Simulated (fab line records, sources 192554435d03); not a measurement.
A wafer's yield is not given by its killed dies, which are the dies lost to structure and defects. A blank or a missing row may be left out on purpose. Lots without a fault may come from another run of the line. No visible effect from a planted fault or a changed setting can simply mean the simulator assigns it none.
fab line records	flow n5-finfet
record: lots: 5	wafers: 14	last-day: 16
route steps=1938 shown MOL_CONTACT_COAG@625 BEOL_M0_SAQP@632 BEOL_M4@1111 PASSIVATION@1936
lots with no fault: from the same line, run without faults
start-h: start of the lot's first displayed wafer, in hours after the record's first day	wait-h: hours from the lot's prior step to this one	" unchanged from the row above	L1.1+2: a single row standing in for several wafers	- no value present, or no start provided	* or withheld: withheld	< > ~ a bound
route shown NAME@n: names a module that has steps shown in the file, with the first one's number in the route	usual: mean/standard deviation taken from wafers without a fault	same: alike in all rows	chamber/n: place in a boat	sites: readings site by site	_std_site: their standard deviation	_edge_site: outer sites' mean less inner sites'	radius-mm: for every site, how far away it sits from the centre of the wafer	mask NAME#n: copy n	behind: the most recent tool/chamber to have shaped the wafer	hold: why the lot was held/for how many hours/how that ended	device: the transistor (n, p or np) that didn't switch	end of line: the same wafers' tests at the end of the route	for a step that has no rows: nothing shown but its recipe	killed: at the first sort, the dies lost to defects and structure; wafer yield is something else	map: a wafer's dies, marking killed ones x, the rest . and places with no die _
set.NAME: the setting that was run; set.NAME@STEP: the one run at that earlier step	model.NAME: the simulator's own value behind a step, which no gauge read
lots seen at some steps along the route; tables by step, rows by wafer
services: the hour from which a tool's chamber was out of use, counted from the record's first day as start-h (under 0 if before that day), plus the number of hours and why
== steps ==
step: N5_MOL_CONTACT_COAG_PRECLEAN_127
recipe: chemistry: DIW	time-s: 57.5	temp-c: 23
step: N5_MOL_CONTACT_COAG_SRD_128
recipe: dry-time-s: 32	dry: n2-spin	spin-rpm: 1500
step: N5_MOL_CONTACT_COAG_CMP_52
recipe: stop-on: SiO2	t-overpolish-s: 1.5	post-cmp-clean: w-dilute-nh4oh	down-force-psi: 4	platen-rpm: 50.289	pad-velocity-m-s: 1.0006	target-thk-nm: 66.5
step: N5_MOL_CONTACT_COAG_ANNEAL_112
recipe: temp-c: 400	time-s: 1800	ambient: HPD2	pressure-atm: 10
step: N5_BEOL_M0_SAQP_PECVD_00
recipe: material: SiCN	target-thk-a: 80	temp-c: withheld	precursor: 3MS/NH3	pressure-torr: 3	rf-w: 202	time-s: 14
step: N5_BEOL_M0_SAQP_ILD_DEP_01
recipe: material: SiOC	target-thk-a: 454.19	temp-c: 350	precursor: DEMS/O2	pressure-torr: 5	rf-w: 500	time-s: 8.7
step: N5_BEOL_M0_SAQP_HM_DEP_02
recipe: material: TiN	target-thk-a: 120	temp-c: 25	chamber-pressure-pa: 0.49996
step: N5_BEOL_M0_SAQP_PECVD_03
recipe: material: SiCN	target-thk-a: 120	temp-c: withheld	precursor: 3MS/NH3	pressure-torr: 3	rf-w: 202	time-s: 21.1
step: N5_BEOL_M0_SAQP_PECVD_96
recipe: material: a-Si	target-thk-a: 450	temp-c: 350	precursor: SiH4/He	pressure-torr: 3	rf-w: 100	time-s: 45.2
step: N5_BEOL_M0_SAQP_PECVD_97
recipe: material: SiNx	target-thk-a: 230	temp-c: 350	precursor: SiH4/NH3/N2	pressure-torr: 1.5	rf-w: 300	time-s: 19.9
usual: chamber-pressure-Torr: 1.500/0.0037	heater-power-w: 522/61	showerhead-plenum-p-Torr: 5.11/0.058	throttle-valve-pct: 39.3/1.5
lot.wafer	tool	chamber	start-h	wait-h	chamber-pressure-Torr	heater-power-w	showerhead-plenum-p-Torr	throttle-valve-pct	model.SiNx_of_BEOL_M0_SAQP_PECVD_97.thk-nm
L478.1	pecvd-03	1	149.58	0.0	1.496	461	5.04	37.8	22.6
L478.2	"	2	"	"	1.497	542	5.12	39.2	22.8
L478.3	"	0	"	"	1.505	448	5.25	38.1	22.8
L479.1	pecvd-04	2	155.57	0.0	1.500	542	5.12	39.5	22.4
L479.2	"	0	"	"	1.502	576	5.06	41.4	22
L479.4	"	0	"	"	1.501	576	5.06	41.5	22.6
L487.1	pecvd-04	2	202.46	0.0	1.500	567	5.12	39.6	42.8
L487.5	"	1	"	"	1.504	377	5.07	40.6	43.2
L488.1	pecvd-04	0	207.78	0.0	1.502	580	5.05	41.8	42.6
L488.2	"	1	"	"	1.495	401	5.07	40.5	22.8
L488.5	"	0	"	"	1.498	584	5.08	41.4	43.6
L490.1	pecvd-04	0	223.57	0.0	1.499	587	5.06	41.8	42.4
L490.2	"	1	"	"	1.491	365	5.06	40.9	23
L490.3	"	0	"	"	1.499	597	5.05	42.0	22.6
step: N5_BEOL_M0_SAQP_PECVD_04
recipe: material: a-Si	target-thk-a: 600	temp-c: 350	precursor: SiH4/He	pressure-torr: 3	rf-w: 100	time-s: 60.2
step: N5_BEOL_M0_SAQP_HM_DEP_111
recipe: material: SiO2	target-thk-a: 120	temp-c: 400	precursor: SiH4/N2O	pressure-torr: 0.75	rf-w: 275	time-s: 7.2
step: N5_BEOL_M0_SAQP_COAT_81
recipe: resist: SOC	temp-c: 250	time-s: 60	spin-rpm: 1500	resist-thk-nm: 100
step: N5_BEOL_M0_SAQP_COAT_82
recipe: resist: SiARC	temp-c: 220	time-s: 60	spin-rpm: 1500	resist-thk-nm: 30
step: N5_BEOL_M0_SAQP_COAT_08
recipe: resist: CAR-ArF	spin-rpm: 1500	resist-thk-nm: 90
step: N5_BEOL_M0_SAQP_EBR_10
recipe: solvent: PGMEA	ebr-width-mm: 1.5
step: N5_BEOL_M0_SAQP_SOFTBAKE_09
recipe: temp-c: 110	time-s: 60	resist: CAR-ArF
step: N5_BEOL_M0_SAQP_EXPOSE_11
recipe: mask-id: M0_CORE	na: 1.35	source-shape: dipole	sigma-inner: 0.538	sigma-outer: 0.738	polarization: te	target-cd-nm: 42	dose-mj: 55
step: N5_BEOL_M0_SAQP_PEB_12
recipe: peb-temp-c: withheld	peb-time-s: 60	resist: CAR-ArF
step: N5_BEOL_M0_SAQP_DEVELOP_13
recipe: develop-time-s: 30	developer: TMAH	resist: CAR-ArF	dev-temp-c: 23	rinse-liquid: diw	dry: air-spin
step: N5_BEOL_M0_SAQP_DESCUM_19
recipe: chemistry: O2	time-s: 7.9	source-power-w: 50	bias-power-w: 20	pressure-mtorr: 20	rf-frequency-hz: 2.712e+07	temp-c: 40	resist: CAR-ArF	o2-flow-sccm: 225
step: N5_BEOL_M0_SAQP_ETCH_83
recipe: chemistry: CF4	target: SiARC	target-depth-a: 390	mask-material: CAR-ArF	time-s: 65	ion-energy-ev: 80	pressure-mtorr: 40	source-w: 545	bias-w: 36	Ar_flow_sccm: 100	cf4-flow-sccm: 100	ends: cleared
step: N5_BEOL_M0_SAQP_ETCH_84
recipe: chemistry: N2/H2	target: SOC	target-depth-a: 1000	overetch-a: 200	mask-material: SiARC	temp-c: 40	time-s: 150	ion-energy-ev: 200	pressure-mtorr: 30	source-w: 840	bias-w: 150	n2-flow-sccm: 200	h2-flow-sccm: 200
step: N5_BEOL_M0_SAQP_STRIP_80
recipe: chemistry: N2/H2	temp-c: 40	n2-flow-sccm: 200	h2-flow-sccm: 200	rf-frequency-hz: 6e+07
step: N5_BEOL_M0_SAQP_HM_OPEN_112
recipe: chemistry: CHF3/O2	target: SiO2	stop-on: a-Si	target-depth-a: 120	over-etch-frac: 1.25	mask-material: SOC	time-s: 13.5	pressure-mtorr: 30	source-w: 650	bias-w: 170	Ar_flow_sccm: 200	CHF3_flow_sccm: 50	O2_flow_sccm: 5	ion-energy-ev: 200	ends: end-point
step: N5_BEOL_M0_SAQP_STRIP_113
recipe: chemistry: CHF3/O2	resist: SiARC	rf-frequency-hz: 6e+07
step: N5_BEOL_M0_SAQP_MANDREL_ETCH_20
recipe: target-depth-a: 600	chemistry: HBr/Cl2	target: a-Si	stop-on: SiNx	bt-time-s: 10	mask-material: SOC	over-etch-frac: 0.5	time-s: 30	pressure-mtorr: 10	icp-w: 800	bias-w: 75	HBr_flow_sccm: 150	Cl2_flow_sccm: 80	ends: end-point
step: N5_BEOL_M0_SAQP_STRIP_86
recipe: chemistry: N2/H2	power-w: 500	temp-c: 40	pressure-mtorr: 50	rf-frequency-hz: 6e+07	overash-fraction: 0.3	bias-power-w: 28	h2-frac: 0.5	n2-flow-sccm: 300	h2-flow-sccm: 300
step: N5_BEOL_M0_SAQP_STRIP_115
recipe: chemistry: post-etch-residue-remover	time-s: 60	temp-c: 25	remover-ph: withheld	remover-water-wt-pct: withheld	remover-fluoride-wt-pct: withheld
step: N5_BEOL_M0_SAQP_SRD_93
recipe: dry: ipa-marangoni	time-s: 30	temp-c: 23	rinse-liquid: diw
step: N5_BEOL_M0_SAQP_RECESS_114
recipe: chemistry: HF/NH3	target: SiO2	target-depth-a: 144	afs-cycles: 3	temp-c: 30	sublimation-temp-c: 180	sublimation-time-s: 60
step: N5_BEOL_M0_SAQP_SPACER1_ALD_98
recipe: material: SiO2	target-thk-a: 128	temp-c: 300	ald-precursor-family: BDEAS	ald-co-reactant: O2-plasma	pulse-time-s: 1	purge-time-s: 2	co-reactant-purge-time-s: 2	ald-cycles: 138	pressure-torr: 2
step: N5_BEOL_M0_SAQP_SPACER1_ETCHBACK_99
recipe: chemistry: CHF3/O2	mode: anisotropic-etchback	target: SiO2	target-depth-a: 154	time-s: 7.7	pressure-mtorr: 30	source-w: 650	bias-w: 170	Ar_flow_sccm: 200	CHF3_flow_sccm: 50	O2_flow_sccm: 5	ion-energy-ev: 200
step: N5_BEOL_M0_SAQP_MANDREL1_REMOVE_100
recipe: chemistry: HBr/Cl2/O2	bt-time-s: 10	target: a-Si	stop-on: SiNx	endpoint: OES-SiCl	over-etch-frac: 0.85	icp-w: 600	bias-w: 30	HBr_flow_sccm: 150	Cl2_flow_sccm: 80	O2_flow_sccm: 5	pressure-mtorr: 10
step: N5_BEOL_M0_SAQP_ETCH_106
recipe: chemistry: N2/H2	target: SOC	target-depth-a: 1500	stop-on: SiNx	ion-energy-ev: 100	bias-w: 61	pressure-mtorr: 30	source-w: 850	n2-flow-sccm: 200	h2-flow-sccm: 200
usual: bias-w: 61.00/0.18	drypump-motor-current-A: 5.9/0.32	oes-product-au: 0.78/0.087	rf-vpp-V: 240.9/1.2	showerhead-plenum-p-Torr: 2.56/0.076	throttle-valve-pct: 17.89/0.23
lot.wafer	tool	chamber	start-h	wait-h	bias-w	drypump-motor-current-A	oes-product-au	rf-hours-counter-h	rf-vpp-V	showerhead-plenum-p-Torr	throttle-valve-pct	model.SiNx_of_BEOL_M0_SAQP_PECVD_97.thk-nm
L478.1	rie-diel-02	0	152.71	-	61.02	5.6	0.72	176	241.7	2.65	18.00	14.8
L478.2	"	1	"	"	61.15	6.6	0.72	166	240.9	2.54	18.00	14.8
L478.3	"	2	"	"	61.20	6.1	0.67	240	239.0	2.43	18.34	14.6
L479.1	rie-diel-02	0	158.74	-	61.09	5.6	0.71	178	242.0	2.65	17.99	15
L479.2	"	2	"	"	60.82	6.2	0.67	242	240.7	2.43	18.35	13.8
L479.4	"	2	"	"	61.02	6.2	0.66	-	238.9	2.43	18.34	14.6
L487.1	rie-diel-01	2	205.33	-	61.20	5.6	0.89	36	241.2	2.59	17.57	34.8
L487.5	"	2	"	"	60.61	5.6	0.88	-	241.7	2.59	17.56	35.2
L488.1	rie-diel-02	0	210.83	-	60.95	5.6	0.70	194	242.0	2.65	18.01	34.8
L488.2	"	1	"	"	61.06	6.6	0.71	184	241.3	2.53	18.03	14.8
L488.5	"	2	"	"	61.02	6.1	0.95	-	243.5	2.75	17.94	35.4
L490.1	rie-diel-05	1	226.80	-	60.83	5.5	0.76	155	239.9	2.47	18.30	34.6
L490.2	"	3	"	"	60.94	6.1	0.71	194	239.9	2.62	17.88	14.8
L490.3	"	0	"	"	61.21	5.5	0.72	210	239.4	2.53	18.07	14.8
step: N5_BEOL_M4_RC_MEAS_101
usual: DIBL_N: 37.5/1.9	DIBL_P: 37.3/2.4	IOFF_N: 0.18/0.038	IOFF_P: 0.23/0.045	ION_N: 677/11	ION_P: 464/8.1	SS_N: 72.0/0.68	SS_P: 73.5/0.77	VT_N: 249/3.3	VT_P: -249/3.6
lot.wafer	tool	chamber	start-h	wait-h	DIBL_N[mV/V]	DIBL_P[mV/V]	IOFF_N[nA/um]	IOFF_P[nA/um]	ION_N[uA/um]	ION_P[uA/um]	SS_N[mV/dec]	SS_P[mV/dec]	VT_N[mV]	VT_P[mV]
L478.1	prober-01	0	211.75	0.0	36.8	35.2	0.16	0.23	677	465	71.8	74.2	247	-243
L478.2	"	0	"	"	35.2	34.1	0.15	0.23	684	481	70.7	73.5	247	-245
L478.3	"	0	"	"	39.6	37.9	0.23	0.29	691	470	72.8	73.5	245	-245
L479.1	prober-01	0	219.59	0.0	39.8	38.5	0.21	0.24	670	458	73.2	73.4	252	-247
L479.2	"	0	"	"	39.4	40.1	0.21	0.28	701	480	72.3	74.0	248	-245
L479.4	"	0	"	"	36.1	35.9	0.14	0.21	672	466	71.2	73.7	253	-249
L488.2	prober-01	0	275.71	0.5	38.6	41.6	0.22	0.37	686	477	72.2	74.4	244	-239
L490.2	prober-02	0	283.22	0.2	37.8	36.7	0.16	0.20	679	462	72.3	72.4	250	-251
L490.3	"	0	"	"	38.7	37.4	0.18	0.22	675	463	72.7	73.2	248	-250
step: N5_PASSIVATION_PROBE_49
usual: defect-limited-yield: 91.2/1.5	killed_at_M0_to_M3: 31/10	killed_at_M4_up: 15/5.9	killed-at-contacts: 13/6	killed-at-front-end: 41/11	killed-at-other: 4/3.1	killed-dies: 104/18	killed-on-rim: 14/4.1	killed-open: 68/13	killed-short: 33/8.1	sort_bin_5_function: 5.1/1.1	sort_bin_6_memory: 3.2/0.69	sort-n-pass: 1076/18	sort-yield-pct: 91.2/1.5
same: gross-dies: 1180	killed-at-back-side: 0	sort_bin_4_leakage[%]: 0	sort_bin_8_speed[%]: 0
lot.wafer	tool	chamber	start-h	wait-h	defect-limited-yield[%]	killed_at_M0_to_M3	killed_at_M4_up	killed-at-contacts	killed-at-front-end	killed-at-other	killed-dies	killed-on-rim	killed-open	killed-short	sort_bin_5_function[%]	sort_bin_6_memory[%]	sort-n-pass	sort-yield-pct[%]
L478.1	prober-02	-	316.11	0.0	91.2	25	20	16	37	6	104	16	75	25	5.2	3.6	1076	91.2
L478.2	prober-02	-	316.16	0.1	92.8	25	6	9	39	6	85	11	45	39	4.9	1.9	1095	92.8
L478.3	prober-02	-	316.21	0.1	90.7	32	13	12	46	7	110	13	63	37	5.7	2.6	1070	90.7
L479.1	prober-02	-	324.38	0.0	92.4	32	10	15	28	5	90	8	59	29	4.8	2.4	1090	92.4
L479.2	prober-02	-	324.43	0.1	93.8	25	11	7	25	5	73	8	40	22	3.4	2.0	1107	93.8
L479.4	prober-02	-	324.53	0.2	89.7	42	13	19	44	4	122	16	76	34	6.4	3.1	1058	89.7
L488.1	prober-01	-	379.06	0.0	0	1132	11	14	21	2	1180	152	46	22	3.7	1.9	0	0
L488.2	prober-01	-	379.11	0.1	91.5	37	11	16	35	1	100	13	72	25	4.1	3.9	1080	91.5
L488.5	prober-01	-	379.26	0.2	0	1130	8	14	28	0	1180	152	56	20	3.7	2.5	0	0
L487.1	prober-01	-	379.36	0.0	0	1112	10	15	39	4	1180	152	73	32	5.7	3.0	0	0
L487.5	prober-01	-	379.56	0.2	0	1097	7	25	48	3	1180	152	76	27	6.1	2.5	0	0
L490.1	prober-01	-	381.15	0.0	0	1108	4	2	57	9	1180	152	69	46	5.6	3.8	0	0
L490.2	prober-01	-	381.20	0.1	90.9	26	4	17	47	13	107	18	71	36	5.3	3.6	1073	90.9
L490.3	prober-01	-	381.25	0.1	94.0	22	5	7	36	1	71	13	46	25	3.0	2.8	1109	94.0
killed by level:class
L478.1 MOL_CONTACT_COAG:geometric-particle:open=12 BEOL_M4:geometric-particle:open=9 DUMMY_GATE:geometric-particle:open=8 BEOL_M0:geometric-particle:open=7 FIN_SAQP:geometric-particle:open=6 STI_FIN_REVEAL:geometric-particle:open=5 BEOL_M1:geometric-particle:open=5 MOL_CONTACT_COAG:geometric-particle:short=4
L478.2 FIN_SAQP:geometric-particle:short=10 FIN_SAQP:geometric-particle:open=9 BEOL_M3:geometric-particle:open=9 GATE_CUT:geometric-particle:short=6 MOL_CONTACT_COAG:geometric-particle:open=6 BEOL_M0:geometric-particle:open=5 BEOL_M4:geometric-particle:short=4 STARTING-WAFER:geometric-particle:short=4
L478.3 HKMG_FIN:area-etch=9 MOL_CONTACT_COAG:geometric-particle:open=8 BEOL_M2:geometric-particle:open=7 BEOL_M3:geometric-particle:open=6 STI_FIN_REVEAL:geometric-particle:open=5 BEOL_M0:geometric-particle:open=5 FIN_SAQP:geometric-particle:short=4 MOL_CONTACT_COAG:geometric-particle:short=4
L479.1 MOL_CONTACT_COAG:geometric-particle:open=9 BEOL_M2:geometric-particle:open=9 FIN_SAQP:geometric-particle:open=7 MOL_CONTACT_COAG:geometric-particle:short=6 BEOL_M3:geometric-particle:open=6 BEOL_M0_SAQP:geometric-particle:open=5 BEOL_M0_SAQP:geometric-particle:short=4 BEOL_M2:geometric-particle:short=4
L479.2 HKMG_FIN:area-etch=8 MOL_CONTACT_COAG:geometric-particle:open=7 BEOL_M2:geometric-particle:open=6 BEOL_M3:geometric-particle:open=6 FIN_SAQP:geometric-particle:open=4 FIN_SAQP:geometric-particle:short=4 BEOL_M4:geometric-particle:open=4 BEOL_M0_SAQP:geometric-particle:open=3
L479.4 BEOL_M2:geometric-particle:open=14 MOL_CONTACT_COAG:geometric-particle:open=13 FIN_SAQP:geometric-particle:open=11 BEOL_M0_SAQP:geometric-particle:open=10 HKMG_FIN:area-etch=9 BEOL_M3:geometric-particle:open=7 MOL_CONTACT_COAG:geometric-particle:short=6 STARTING-WAFER:geometric-particle:short=6
L488.1 BEOL_M0_SAQP:area-pecvd=1112 MOL_CONTACT_COAG:geometric-particle:open=11 FIN_SAQP:geometric-particle:open=5 BEOL_M2:geometric-particle:open=5 BEOL_M0_SAQP:geometric-particle:short=4 BEOL_M3:geometric-particle:open=4 STARTING-WAFER:geometric-particle:short=4 MOL_CONTACT_COAG:geometric-particle:short=3
L488.2 MOL_CONTACT_COAG:geometric-particle:open=14 FIN_SAQP:geometric-particle:open=12 BEOL_M3:geometric-particle:open=11 BEOL_M2:geometric-particle:open=10 BEOL_M5:geometric-particle:open=6 FIN_SAQP:geometric-particle:short=5 GATE_CUT:geometric-particle:open=4 BEOL_M1:geometric-particle:short=4
L488.5 BEOL_M0_SAQP:area-pecvd=1104 MOL_CONTACT_COAG:geometric-particle:open=11 BEOL_M3:geometric-particle:open=9 FIN_SAQP:geometric-particle:short=7 BEOL_M2:geometric-particle:open=5 FIN_SAQP:geometric-particle:open=4 DUMMY_GATE:geometric-particle:open=4 BEOL_M0_SAQP:geometric-particle:open=4
L487.1 BEOL_M0_SAQP:area-pecvd=1074 STI_FIN_REVEAL:geometric-particle:open=14 MOL_CONTACT_COAG:geometric-particle:open=13 FIN_SAQP:geometric-particle:short=7 BEOL_M1:geometric-particle:open=7 BEOL_M0:geometric-particle:open=6 FIN_SAQP:geometric-particle:open=5 BEOL_M0_SAQP:geometric-particle:short=5
L487.5 BEOL_M0_SAQP:area-pecvd=1077 MOL_CONTACT_COAG:geometric-particle:open=18 FIN_SAQP:geometric-particle:open=15 STI_FIN_REVEAL:geometric-particle:open=14 MOL_CONTACT_COAG:geometric-particle:short=7 BEOL_M1:geometric-particle:open=7 FIN_SAQP:geometric-particle:short=6 STI_FIN_REVEAL:geometric-particle:short=5
L490.1 BEOL_M0_SAQP:area-pecvd=1064 FIN_SAQP:geometric-particle:open=16 BEOL_M0_SAQP:geometric-particle:short=16 STI_FIN_REVEAL:geometric-particle:open=15 FIN_SAQP:geometric-particle:short=8 DUMMY_GATE:geometric-particle:open=6 ILD0:geometric-particle:short=6 BEOL_M0_SAQP:geometric-particle:open=5
L490.2 MOL_CONTACT_COAG:geometric-particle:open=16 FIN_SAQP:geometric-particle:open=10 STI_FIN_REVEAL:geometric-particle:open=9 BEOL_M2:geometric-particle:open=6 PASS1_CAP:geometric-particle:short=6 STARTING-WAFER:geometric-particle:short=6 FIN_SAQP:geometric-particle:short=5 BEOL_M1:geometric-particle:open=5
L490.3 BEOL_M0_SAQP:geometric-particle:open=11 FIN_SAQP:geometric-particle:short=9 FIN_SAQP:geometric-particle:open=8 STI_FIN_REVEAL:geometric-particle:open=6 MOL_CONTACT_COAG:geometric-particle:open=6 DUMMY_GATE:geometric-particle:open=4 BEOL_M0:geometric-particle:short=4 BEOL_M4:geometric-particle:open=4
map L487.1 (x killed, . not)
_________________xxxxxxxxxxxx________________
______________xxxxxxxxxxxxxxxxxx_____________
___________xxxxxxxxxxxxxxxxxxxxxxxx__________
__________xxxxxxxxxxxxxxxxxxxxxxxxxx_________
________xxxxxxxxxxxxxxxxxxxxxxxxxxxxxx_______
_______xxxxxxxxxxxxxxxxxxxxxxxxxxxxxxxx______
______xxxxxxxxxxxxxxxxxxxxxxxxxxxxxxxxxx_____
_____xxxxxxxxxxxxxxxxxxxxxxxxxxxxxxxxxxxx____
____xxxxxxxxxxxxxxxxxxxxxxxxxxxxxxxxxxxxxx___
___xxxxxxxxxxxxxxxxxxxxxxxxxxxxxxxxxxxxxxxx__
___xxxxxxxxxxxxxxxxxxxxxxxxxxxxxxxxxxxxxxxx__
__xxxxxxxxxxxxxxxxxxxxxxxxxxxxxxxxxxxxxxxxxx_
__xxxxxxxxxxxxxxxxxxxxxxxxxxxxxxxxxxxxxxxxxx_
_xxxxxxxxxxxxxxxxxxxxxxxxxxxxxxxxxxxxxxxxxxxx
_xxxxxxxxxxxxxxxxxxxxxxxxxxxxxxxxxxxxxxxxxxxx
_xxxxxxxxxxxxxxxxxxxxxxxxxxxxxxxxxxxxxxxxxxxx
_xxxxxxxxxxxxxxxxxxxxxxxxxxxxxxxxxxxxxxxxxxxx
_xxxxxxxxxxxxxxxxxxxxxxxxxxxxxxxxxxxxxxxxxxxx
_xxxxxxxxxxxxxxxxxxxxxxxxxxxxxxxxxxxxxxxxxxxx
_xxxxxxxxxxxxxxxxxxxxxxxxxxxxxxxxxxxxxxxxxxxx
_xxxxxxxxxxxxxxxxxxxxxxxxxxxxxxxxxxxxxxxxxxxx
__xxxxxxxxxxxxxxxxxxxxxxxxxxxxxxxxxxxxxxxxxx_
__xxxxxxxxxxxxxxxxxxxxxxxxxxxxxxxxxxxxxxxxxx_
___xxxxxxxxxxxxxxxxxxxxxxxxxxxxxxxxxxxxxxxx__
___xxxxxxxxxxxxxxxxxxxxxxxxxxxxxxxxxxxxxxxx__
____xxxxxxxxxxxxxxxxxxxxxxxxxxxxxxxxxxxxxx___
_____xxxxxxxxxxxxxxxxxxxxxxxxxxxxxxxxxxxx____
______xxxxxxxxxxxxxxxxxxxxxxxxxxxxxxxxxx_____
_______xxxxxxxxxxxxxxxxxxxxxxxxxxxxxxxx______
________xxxxxxxxxxxxxxxxxxxxxxxxxxxxxx_______
__________xxxxxxxxxxxxxxxxxxxxxxxxxx_________
___________xxxxxxxxxxxxxxxxxxxxxxxx__________
______________xxxxxxxxxxxxxxxxxx_____________
_________________xxxxxxxxxxxx________________
map L488.1 (x killed, . not)
_________________xxxxxxxxxxxx________________
______________xxxxxxxxxxxxxxxxxx_____________
___________xxxxxxxxxxxxxxxxxxxxxxxx__________
__________xxxxxxxxxxxxxxxxxxxxxxxxxx_________
________xxxxxxxxxxxxxxxxxxxxxxxxxxxxxx_______
_______xxxxxxxxxxxxxxxxxxxxxxxxxxxxxxxx______
______xxxxxxxxxxxxxxxxxxxxxxxxxxxxxxxxxx_____
_____xxxxxxxxxxxxxxxxxxxxxxxxxxxxxxxxxxxx____
____xxxxxxxxxxxxxxxxxxxxxxxxxxxxxxxxxxxxxx___
___xxxxxxxxxxxxxxxxxxxxxxxxxxxxxxxxxxxxxxxx__
___xxxxxxxxxxxxxxxxxxxxxxxxxxxxxxxxxxxxxxxx__
__xxxxxxxxxxxxxxxxxxxxxxxxxxxxxxxxxxxxxxxxxx_
__xxxxxxxxxxxxxxxxxxxxxxxxxxxxxxxxxxxxxxxxxx_
_xxxxxxxxxxxxxxxxxxxxxxxxxxxxxxxxxxxxxxxxxxxx
_xxxxxxxxxxxxxxxxxxxxxxxxxxxxxxxxxxxxxxxxxxxx
_xxxxxxxxxxxxxxxxxxxxxxxxxxxxxxxxxxxxxxxxxxxx
_xxxxxxxxxxxxxxxxxxxxxxxxxxxxxxxxxxxxxxxxxxxx
_xxxxxxxxxxxxxxxxxxxxxxxxxxxxxxxxxxxxxxxxxxxx
_xxxxxxxxxxxxxxxxxxxxxxxxxxxxxxxxxxxxxxxxxxxx
_xxxxxxxxxxxxxxxxxxxxxxxxxxxxxxxxxxxxxxxxxxxx
_xxxxxxxxxxxxxxxxxxxxxxxxxxxxxxxxxxxxxxxxxxxx
__xxxxxxxxxxxxxxxxxxxxxxxxxxxxxxxxxxxxxxxxxx_
__xxxxxxxxxxxxxxxxxxxxxxxxxxxxxxxxxxxxxxxxxx_
___xxxxxxxxxxxxxxxxxxxxxxxxxxxxxxxxxxxxxxxx__
___xxxxxxxxxxxxxxxxxxxxxxxxxxxxxxxxxxxxxxxx__
____xxxxxxxxxxxxxxxxxxxxxxxxxxxxxxxxxxxxxx___
_____xxxxxxxxxxxxxxxxxxxxxxxxxxxxxxxxxxxx____
______xxxxxxxxxxxxxxxxxxxxxxxxxxxxxxxxxx_____
_______xxxxxxxxxxxxxxxxxxxxxxxxxxxxxxxx______
________xxxxxxxxxxxxxxxxxxxxxxxxxxxxxx_______
__________xxxxxxxxxxxxxxxxxxxxxxxxxx_________
___________xxxxxxxxxxxxxxxxxxxxxxxx__________
______________xxxxxxxxxxxxxxxxxx_____________
_________________xxxxxxxxxxxx________________
== services ==
tool	chamber	start-h	hours	kind
rie-diel-05	-	126.82	0.3	repair
rie-diel-01	0	143.24	-	clean
rie-diel-01	0	143.24	-	consumable-replace:focus-ring
pecvd-04	0	148.47	4.6	scheduled-down
pecvd-03	1	152.33	5.4	repair
rie-diel-02	3	154.69	-	clean
rie-diel-02	3	154.69	-	consumable-replace:focus-ring
rie-diel-02	3	154.69	18.8	scheduled-down
rie-diel-02	3	154.69	18.8	vent-cycle
pecvd-04	1	155.20	2.1	scheduled-down
rie-diel-02	1	166.73	11.3	repair
rie-diel-01	-	169.77	0.6	repair
pecvd-04	2	175.10	8.4	repair
rie-diel-02	2	178.35	-	clean
rie-diel-02	2	178.35	-	consumable-replace:focus-ring
rie-diel-02	2	178.35	-	consumable-replace:showerhead
rie-diel-02	2	178.35	19.3	scheduled-down
rie-diel-02	2	178.35	19.3	vent-cycle
rie-diel-02	1	179.29	2.0	repair
rie-diel-02	0	186.27	8.8	repair
pecvd-03	0	188.29	5.5	scheduled-down
rie-diel-05	1	197.71	7.7	repair
pecvd-03	-	206.11	2.8	pm
pecvd-04	2	206.30	5.5	scheduled-down
== key ==
first-sign: step: N5_PASSIVATION_PROBE_49	reading: killed_at_M0_to_M3	direction: up	sigmas: 99+	usual: 31	struck: 1116
effect: step: N5_PASSIVATION_PROBE_49	reading: sort-n-pass	direction: down	sigmas: 60	usual: 1076	struck: 0
model-effect: step: N5_BEOL_M0_SAQP_PECVD_97	value: SiNx_of_BEOL_M0_SAQP_PECVD_97.thk-nm	without: 22.88	struck: 42.92
model-effect: step: N5_BEOL_M0_SAQP_ETCH_106	value: SiNx_of_BEOL_M0_SAQP_PECVD_97.thk-nm	without: 14.88	struck: 34.96
more-kills-born-at: N5_BEOL_M0_SAQP_PECVD_97@pecvd-04: 5431
met-at N5_BEOL_M0_SAQP_PECVD_97
struck-wafers L487.1,L487.5,L488.1,L488.5,L490.1
later-rows-left-out L487.1,L487.5,L488.1,L488.5,L490.1
onset-between 155.57 202.46
fault: kind: process-parameter-drift	tool: pecvd-04	chamber: -	onset-h: 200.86	steps: N5_BEOL_M0_SAQP_PECVD_97	channel: time-s	offset: *	shape: step	end-h: 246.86	scope: struck-wafers-only	acts-in: *	stated: *
later-rows-left-out: the simulator's readings of these wafers behind a module that went badly wrong aren't trusted and aren't shown, but for the sort
